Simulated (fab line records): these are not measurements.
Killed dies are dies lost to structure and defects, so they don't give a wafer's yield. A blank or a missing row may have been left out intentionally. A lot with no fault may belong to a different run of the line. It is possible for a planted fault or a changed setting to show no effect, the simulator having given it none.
Matching of chambers | flow n5_finfet | N5_BEOL_M8_ETCH_61 on rie_diel-03: 4 sister chambers
The step etches SiARC in CF4, target depth 45.5 nm, time 75.8 s. 8 wafers are shown with their chamber, then 7 later ones without.

## WAFERS WITH THEIR CHAMBER
wafer  | chamber | drypump_motor_current_A (A) | showerhead_plenum_p_Torr (Torr)
L074.5 | 0       | 5.4                         | 2.05
L074.6 | 1       | 5.7                         | 2.20
L080.6 | 2       | 5.7                         | 2.27
L082.1 | 3       | 6.6                         | 2.23
L082.3 | 1       | 5.7                         | 2.19
L082.4 | 2       | 5.7                         | 2.27
L085.2 | 0       | 5.3                         | 2.04
L085.3 | 3       | 6.6                         | 2.23

## WAFERS WITHOUT THEIR CHAMBER
wafer  | drypump_motor_current_A (A) | showerhead_plenum_p_Torr (Torr)
L085.4 | 5.7                         | 2.19
L089.2 | 5.8                         | 2.27
L089.5 | 5.6                         | 2.19
L089.6 | 5.3                         | 2.04
L096.1 | 5.7                         | 2.19
L096.2 | 5.7                         | 2.26
L096.4 | 5.4                         | 2.03

## WHICH CHAMBER EACH WENT THROUGH
wafer  | from the rows above | in truth
L085.4 | 1                   | 1
L089.2 | 2                   | 2
L089.5 | 1                   | 1
L089.6 | 0                   | 0
L096.1 | 1                   | 1
L096.2 | 2                   | 2
L096.4 | 0                   | 0
Placed correctly: 7 of 7. Number that these rows cannot place: 0. Wrongly placed: 0.
How it was worked out, from the rows above alone: a wafer's distance from a chamber is the root of the sum, over the readings, of the square of ((its reading less the chamber's mean) divided by the reading's scatter). The wafer belongs to the nearest chamber; if the next one is less than 2 further off, it can't be placed. A chamber's mean is the mean of its shown wafers. The scatter: the root of (the sum of the squares of (reading less its chamber's mean) over the shown wafers, divided by (wafers less chambers)).
